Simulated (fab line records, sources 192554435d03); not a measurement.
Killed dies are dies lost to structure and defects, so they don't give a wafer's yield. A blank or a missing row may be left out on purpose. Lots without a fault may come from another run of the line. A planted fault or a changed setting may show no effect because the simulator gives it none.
Which tool did it? | flow n5_finfet | 24 lots, 72 wafers sampled, at 6 steps of a route of 1938

WHAT THE GAUGES READ, wafer by wafer
The record holds no reading of a measuring or inspecting step that can be judged against a usual standard deviation.

WHICH TOOL RAN EACH LOT (tool, then ch and the chambers of the sampled wafers, then the start)
lot  | N5_BEOL_M1_ANNEAL_80         | N5_BEOL_M1_SPUTTER_86        | N5_BEOL_M1_ANNEAL_95         | N5_BEOL_M2_PECVD_72             | N5_BEOL_M2_HM_DEP_02         | N5_BEOL_M2_DESCUM_16
L074 | pvd_sputter-03, day 6 09:44  | pvd_sputter-03, day 6 10:05  | pvd_sputter-03, day 6 11:03  | pecvd-03 ch 1,2, day 6 12:30    | pvd_sputter-03, day 6 12:41  | rie_diel-02 ch 0,2,3, day 6 13:20
L075 | pvd_sputter-01, day 6 21:01  | pvd_sputter-01, day 6 21:22  | pvd_sputter-01, day 6 22:20  | pecvd-03 ch 0,2, day 6 23:47    | pvd_sputter-02, day 7 01:59  | rie_diel-01 ch 0,1,3, day 7 02:37
L076 | pvd_sputter-03, day 6 22:27  | pvd_sputter-03, day 6 22:49  | pvd_sputter-03, day 6 23:46  | pecvd-03 ch 1,2, day 7 01:26    | pvd_sputter-02, day 7 02:17  | rie_diel-01 ch 0,2,3, day 7 02:51
L077 | pvd_sputter-03, day 7 00:17  | pvd_sputter-03, day 7 00:39  | pvd_sputter-03, day 7 01:37  | pecvd-03 ch 0,2, day 7 02:58    | pvd_sputter-02, day 7 03:22  | rie_diel-01 ch 1,2,3, day 7 03:55
L078 | pvd_sputter-03, day 7 12:01  | pvd_sputter-03, day 7 12:22  | pvd_sputter-03, day 7 13:20  | pecvd-03 ch 0,1,2, day 7 14:46  | pvd_sputter-01, day 7 15:22  | rie_diel-06 ch 2,3, day 7 16:03
L079 | pvd_sputter-01, day 7 21:59  | pvd_sputter-01, day 7 22:21  | pvd_sputter-01, day 7 23:19  | pecvd-03 ch 0,2, day 8 00:40    | pvd_sputter-02, day 8 02:55  | rie_diel-06 ch 0,1,2, day 8 03:26
L080 | pvd_sputter-02, day 8 01:20  | pvd_sputter-02, day 8 01:42  | pvd_sputter-02, day 8 02:40  | pecvd-02 ch 0,1, day 8 04:18    | pvd_sputter-02, day 8 04:24  | rie_diel-06 ch 0,1,3, day 8 05:08
L081 | pvd_sputter-01, day 8 01:31  | pvd_sputter-01, day 8 01:52  | pvd_sputter-01, day 8 02:50  | pecvd-03 ch 0,2, day 8 04:31    | pvd_sputter-01, day 8 04:46  | rie_diel-02 ch 0,1,3, day 8 05:20
L082 | pvd_sputter-03, day 8 14:25  | pvd_sputter-03, day 8 14:46  | pvd_sputter-03, day 8 15:44  | pecvd-03 ch 1,2, day 8 17:05    | pvd_sputter-03, day 8 17:59  | rie_diel-01 ch 0,2,3, day 8 18:38
L083 | pvd_sputter-01, day 8 15:16  | pvd_sputter-01, day 8 15:37  | pvd_sputter-01, day 8 16:35  | pecvd-03 ch 0,1, day 8 18:10    | pvd_sputter-01, day 8 21:20  | rie_diel-02 ch 0,1,3, day 8 21:51
L084 | pvd_sputter-03, day 9 11:44  | pvd_sputter-03, day 9 12:06  | pvd_sputter-03, day 9 13:04  | pecvd-03 ch 1,2, day 9 14:26    | pvd_sputter-03, day 9 16:30  | rie_diel-02 ch 0,1,2, day 9 17:09
L085 | pvd_sputter-02, day 9 16:46  | pvd_sputter-02, day 9 17:08  | pvd_sputter-02, day 9 18:05  | pecvd-04 ch 0,1, day 9 19:34    | pvd_sputter-03, day 9 19:55  | rie_diel-06 ch 0,1,3, day 9 20:26
L087 | pvd_sputter-02, day 9 21:23  | pvd_sputter-02, day 9 21:44  | pvd_sputter-02, day 9 22:42  | pecvd-04 ch 1,2, day 10 00:04   | pvd_sputter-03, day 10 00:34 | rie_diel-02 ch 0,1,3, day 10 01:26
L086 | pvd_sputter-01, day 9 22:38  | pvd_sputter-01, day 9 22:59  | pvd_sputter-01, day 9 23:57  | pecvd-02 ch 1,2, day 10 01:19   | pvd_sputter-01, day 10 03:21 | rie_diel-06 ch 0,3, day 10 04:40
L088 | pvd_sputter-01, day 10 01:43 | pvd_sputter-01, day 10 02:04 | pvd_sputter-01, day 10 03:02 | pecvd-03 ch 0,1,2, day 10 04:26 | pvd_sputter-01, day 10 04:30 | rie_diel-02 ch 0,2,3, day 10 05:10
L089 | pvd_sputter-01, day 10 05:11 | pvd_sputter-01, day 10 05:32 | pvd_sputter-01, day 10 06:30 | pecvd-03 ch 0,1, day 10 07:54   | pvd_sputter-02, day 10 10:03 | rie_diel-02 ch 0,1, day 10 10:42
L090 | pvd_sputter-02, day 10 08:25 | pvd_sputter-02, day 10 08:46 | pvd_sputter-02, day 10 09:44 | pecvd-04 ch 0,1, day 10 11:06   | pvd_sputter-01, day 10 11:10 | rie_diel-02 ch 0,1, day 10 11:41
L091 | pvd_sputter-01, day 10 22:08 | pvd_sputter-01, day 10 22:29 | pvd_sputter-01, day 10 23:27 | pecvd-02 ch 0,1,2, day 11 00:59 | pvd_sputter-03, day 11 03:40 | rie_diel-06 ch 0,1,2, day 11 04:25
L092 | pvd_sputter-01, day 11 00:58 | pvd_sputter-01, day 11 01:20 | pvd_sputter-01, day 11 02:17 | pecvd-04 ch 0,2, day 11 03:42   | pvd_sputter-03, day 11 04:20 | rie_diel-02 ch 0,1,2, day 11 05:02
L093 | pvd_sputter-01, day 11 06:01 | pvd_sputter-01, day 11 06:22 | pvd_sputter-01, day 11 07:20 | pecvd-04 ch 0,1,2, day 11 08:56 | pvd_sputter-01, day 11 10:56 | rie_diel-02 ch 1,2,3, day 11 11:31
L095 | pvd_sputter-02, day 11 15:27 | pvd_sputter-02, day 11 15:49 | pvd_sputter-02, day 11 16:46 | pecvd-03 ch 0,1,2, day 11 18:07 | pvd_sputter-01, day 11 18:47 | rie_diel-06 ch 0,3, day 11 19:26
L094 | pvd_sputter-03, day 11 15:34 | pvd_sputter-03, day 11 15:56 | pvd_sputter-03, day 11 16:53 | pecvd-02 ch 0,2, day 11 18:15   | pvd_sputter-01, day 11 18:53 | rie_diel-01 ch 0,1,3, day 11 19:28
L096 | pvd_sputter-01, day 12 07:08 | pvd_sputter-01, day 12 07:29 | pvd_sputter-01, day 12 08:27 | pecvd-02 ch 0,2, day 12 09:48   | pvd_sputter-01, day 12 10:40 | rie_diel-01 ch 0,1, day 12 11:19
L097 | pvd_sputter-03, day 12 14:21 | pvd_sputter-03, day 12 14:43 | pvd_sputter-03, day 12 15:40 | pecvd-02 ch 0,1,2, day 12 17:14 | pvd_sputter-01, day 12 19:26 | rie_diel-02 ch 1,2,3, day 12 19:58
- N5_BEOL_M1_ANNEAL_80: time 240 s.
- N5_BEOL_M1_SPUTTER_86: material Cu, target thk 4.5 nm, time 8.29 s.
- N5_BEOL_M1_ANNEAL_95: time 240 s.
- N5_BEOL_M2_PECVD_72: deposits SiO2 from TEOS/O2, target thk 16 nm, time 18 s.
- N5_BEOL_M2_HM_DEP_02: deposits TiN, target thk 20 nm.
- N5_BEOL_M2_DESCUM_16: chemistry O2, time 7 s.

WHAT THE TOOLS THEMSELVES READ (means of the sampled wafers that have a number; where no wafer has one, the mark that the record gives instead)
N5_BEOL_M1_ANNEAL_80. Usual: heater_power_w 828 W, standard deviation 85.
lot  | tool           | heater_power_w (W) | flag
L074 | pvd_sputter-03 | 765                |
L075 | pvd_sputter-01 | 839                |
L076 | pvd_sputter-03 | 745                |
L077 | pvd_sputter-03 | 798                |
L078 | pvd_sputter-03 | 774                |
L079 | pvd_sputter-01 | 846                |
L080 | pvd_sputter-02 | 847                |
L081 | pvd_sputter-01 | 907                |
L082 | pvd_sputter-03 | 770                |
L083 | pvd_sputter-01 | 894                |
L084 | pvd_sputter-03 | 767                |
L085 | pvd_sputter-02 | 877                |
L087 | pvd_sputter-02 | 844                |
L086 | pvd_sputter-01 | 800                |
L088 | pvd_sputter-01 | 908                |
L089 | pvd_sputter-01 | 857                |
L090 | pvd_sputter-02 | 848                |
L091 | pvd_sputter-01 | 890                |
L092 | pvd_sputter-01 | 892                |
L093 | pvd_sputter-01 | 895                |
L095 | pvd_sputter-02 | 730                |
L094 | pvd_sputter-03 | 770                |
L096 | pvd_sputter-01 | 857                |
L097 | pvd_sputter-03 | 759                |

N5_BEOL_M1_SPUTTER_86. Usual: throttle_valve_pct 29.6 %, standard deviation 1.3.
lot  | tool           | throttle_valve_pct (%) | flag
L074 | pvd_sputter-03 | 30.9                   |
L075 | pvd_sputter-01 | 29.1                   |
L076 | pvd_sputter-03 | 29.4                   |
L077 | pvd_sputter-03 | 29.4                   |
L078 | pvd_sputter-03 | 28.9                   |
L079 | pvd_sputter-01 | 29.0                   |
L080 | pvd_sputter-02 | 30.1                   |
L081 | pvd_sputter-01 | 28.1                   |
L082 | pvd_sputter-03 | 30.8                   |
L083 | pvd_sputter-01 | 28.9                   |
L084 | pvd_sputter-03 | 29.4                   |
L085 | pvd_sputter-02 | 29.6                   |
L087 | pvd_sputter-02 | 29.5                   |
L086 | pvd_sputter-01 | 30.1                   |
L088 | pvd_sputter-01 | 29.2                   |
L089 | pvd_sputter-01 | 30.0                   |
L090 | pvd_sputter-02 | 29.5                   |
L091 | pvd_sputter-01 | 29.2                   |
L092 | pvd_sputter-01 | 28.9                   |
L093 | pvd_sputter-01 | 29.1                   |
L095 | pvd_sputter-02 | 30.1                   |
L094 | pvd_sputter-03 | 30.0                   |
L096 | pvd_sputter-01 | 30.1                   |
L097 | pvd_sputter-03 | 29.2                   |

N5_BEOL_M1_ANNEAL_95. Usual: heater_power_w 828 W, standard deviation 85.
lot  | tool           | heater_power_w (W) | flag
L074 | pvd_sputter-03 | 767                |
L075 | pvd_sputter-01 | 838                |
L076 | pvd_sputter-03 | 738                |
L077 | pvd_sputter-03 | 787                |
L078 | pvd_sputter-03 | 771                |
L079 | pvd_sputter-01 | 834                |
L080 | pvd_sputter-02 | 851                |
L081 | pvd_sputter-01 | 909                |
L082 | pvd_sputter-03 | 761                |
L083 | pvd_sputter-01 | 899                |
L084 | pvd_sputter-03 | 776                |
L085 | pvd_sputter-02 | 869                |
L087 | pvd_sputter-02 | 855                |
L086 | pvd_sputter-01 | 797                |
L088 | pvd_sputter-01 | 916                |
L089 | pvd_sputter-01 | 844                |
L090 | pvd_sputter-02 | 837                |
L091 | pvd_sputter-01 | 899                |
L092 | pvd_sputter-01 | 880                |
L093 | pvd_sputter-01 | 891                |
L095 | pvd_sputter-02 | 738                |
L094 | pvd_sputter-03 | 775                |
L096 | pvd_sputter-01 | 856                |
L097 | pvd_sputter-03 | 759                |

N5_BEOL_M2_PECVD_72. Usual: heater_power_w 670 W, standard deviation 69; showerhead_plenum_p_Torr 8.78 Torr, standard deviation 0.059; throttle_valve_pct 21.7 %, standard deviation 0.91.
lot  | tool     | heater_power_w (W) | showerhead_plenum_p_Torr (Torr) | throttle_valve_pct (%) | flag
L074 | pecvd-03 | 651                | 8.87                            | 21.3                   |
L075 | pecvd-03 | 671                | 8.75                            | 22.1                   |
L076 | pecvd-03 | 662                | 8.85                            | 21.3                   |
L077 | pecvd-03 | 674                | 8.76                            | 22.1                   |
L078 | pecvd-03 | 689                | 8.81                            | 21.7                   |
L079 | pecvd-03 | 671                | 8.77                            | 22.3                   |
L080 | pecvd-02 | 714                | 8.74                            | 21.4                   |
L081 | pecvd-03 | 704                | 8.81                            | 21.6                   |
L082 | pecvd-03 | 694                | 8.83                            | 21.1                   |
L083 | pecvd-03 | 677                | 8.77                            | 22.4                   |
L084 | pecvd-03 | 694                | 8.84                            | 21.0                   |
L085 | pecvd-04 | 557                | 8.71                            | 21.7                   |
L087 | pecvd-04 | 603                | 8.79                            | 22.0                   |
L086 | pecvd-02 | 690                | 8.74                            | 21.3                   |
L088 | pecvd-03 | 697                | 8.82                            | 21.8                   |
L089 | pecvd-03 | 628                | 8.79                            | 22.6                   |
L090 | pecvd-04 | 660                | 8.71                            | 22.8                   |
L091 | pecvd-02 | 703                | 8.76                            | 21.4                   |
L092 | pecvd-04 | 551                | 8.76                            | 21.1                   |
L093 | pecvd-04 | 651                | 8.75                            | 22.0                   |
L095 | pecvd-03 | 676                | 8.81                            | 22.0                   |
L094 | pecvd-02 | 721                | 8.74                            | 21.5                   |
L096 | pecvd-02 | 719                | 8.77                            | 21.2                   |
L097 | pecvd-02 | 702                | 8.74                            | 21.4                   |

N5_BEOL_M2_HM_DEP_02. Usual: throttle_valve_pct 29.5 %, standard deviation 1.3.
lot  | tool           | throttle_valve_pct (%) | flag
L074 | pvd_sputter-03 | 29.8                   |
L075 | pvd_sputter-02 | 30.7                   |
L076 | pvd_sputter-02 | 29.6                   |
L077 | pvd_sputter-02 | 30.3                   |
L078 | pvd_sputter-01 | 27.9                   |
L079 | pvd_sputter-02 | 31.0                   |
L080 | pvd_sputter-02 | 30.3                   |
L081 | pvd_sputter-01 | 28.1                   |
L082 | pvd_sputter-03 | 29.4                   |
L083 | pvd_sputter-01 | 30.1                   |
L084 | pvd_sputter-03 | 29.4                   |
L085 | pvd_sputter-03 | 29.5                   |
L087 | pvd_sputter-03 | 29.4                   |
L086 | pvd_sputter-01 | 28.1                   |
L088 | pvd_sputter-01 | 28.9                   |
L089 | pvd_sputter-02 | 30.1                   |
L090 | pvd_sputter-01 | 27.9                   |
L091 | pvd_sputter-03 | 30.2                   |
L092 | pvd_sputter-03 | 29.5                   |
L093 | pvd_sputter-01 | 30.1                   |
L095 | pvd_sputter-01 | 29.1                   |
L094 | pvd_sputter-01 | 29.1                   |
L096 | pvd_sputter-01 | 28.0                   |
L097 | pvd_sputter-01 | 30.0                   |

N5_BEOL_M2_DESCUM_16. Usual: drypump_motor_current_A 5.5 A, standard deviation 0.36; oes_product_au 0.77 a.u., standard deviation 0.08; rf_vpp_V 243.1 V, standard deviation 1.4; showerhead_plenum_p_Torr 2.08 Torr, standard deviation 0.07; throttle_valve_pct 20.59 %, standard deviation 0.28.
lot  | tool        | drypump_motor_current_A (A) | oes_product_au (a.u.) | rf_vpp_V (V) | showerhead_plenum_p_Torr (Torr) | throttle_valve_pct (%) | flag
L074 | rie_diel-02 | 5.5                         | 0.76                  | 242.5        | 2.06                            | 20.70                  |
L075 | rie_diel-01 | 5.7                         | 0.85                  | 243.3        | 2.11                            | 20.44                  |
L076 | rie_diel-01 | 5.7                         | 0.80                  | 243.2        | 2.10                            | 20.56                  |
L077 | rie_diel-01 | 5.7                         | 0.84                  | 244.2        | 2.11                            | 20.47                  |
L078 | rie_diel-06 | 5.4                         | 0.71                  | 244.5        | 2.10                            | 20.41                  |
L079 | rie_diel-06 | 5.2                         | 0.80                  | 243.0        | 2.12                            | 20.50                  |
L080 | rie_diel-06 | 5.4                         | 0.81                  | 242.1        | 2.07                            | 20.52                  |
L081 | rie_diel-02 | 5.5                         | 0.76                  | 242.9        | 2.10                            | 20.58                  |
L082 | rie_diel-01 | 5.7                         | 0.79                  | 242.6        | 2.10                            | 20.57                  |
L083 | rie_diel-02 | 5.5                         | 0.76                  | 243.1        | 2.10                            | 20.61                  |
L084 | rie_diel-02 | 5.5                         | 0.74                  | 242.6        | 2.03                            | 20.59                  |
L085 | rie_diel-06 | 5.4                         | 0.81                  | 243.0        | 2.07                            | 20.54                  |
L087 | rie_diel-02 | 5.5                         | 0.75                  | 242.6        | 2.09                            | 20.62                  |
L086 | rie_diel-06 | 5.4                         | 0.71                  | 244.2        | 2.11                            | 20.82                  |
L088 | rie_diel-02 | 5.5                         | 0.73                  | 242.3        | 2.06                            | 20.75                  |
L089 | rie_diel-02 | 5.6                         | 0.75                  | 242.2        | 2.07                            | 20.47                  |
L090 | rie_diel-02 | 5.8                         | 0.76                  | 242.3        | 2.03                            | 20.39                  |
L091 | rie_diel-06 | 5.2                         | 0.78                  | 243.5        | 2.11                            | 20.53                  |
L092 | rie_diel-02 | 5.5                         | 0.73                  | 242.1        | 2.03                            | 20.61                  |
L093 | rie_diel-02 | 5.2                         | 0.72                  | 243.5        | 2.09                            | 20.84                  |
L095 | rie_diel-06 | 5.4                         | 0.70                  | 242.8        | 2.11                            | 20.83                  |
L094 | rie_diel-01 | 5.7                         | 0.79                  | 243.7        | 2.09                            | 20.50                  |
L096 | rie_diel-01 | 5.8                         | 0.84                  | 243.1        | 2.11                            | 20.39                  |
L097 | rie_diel-02 | 5.2                         | 0.71                  | 243.5        | 2.08                            | 20.87                  |

THE ANSWER, worked out from the rows above alone
Rule: a lot is off if the mean of its wafers that have a number lies more than 3 standard deviations from the usual mean. A lot without any number at a reading at which 4 lots or more have one is off too. The other lots that the step has rows for count as sound. The gauges are gone through in route order, then the tools' own readings, and for those a lot's mean is taken as printed above. The first step at which some lot is off is used, and at that step the reading that is off furthest; a lot without a number counts as furthest.
No lot is off at any reading shown: from this, nothing can be told.

WHAT THE SIMULATOR HAD PUT IN
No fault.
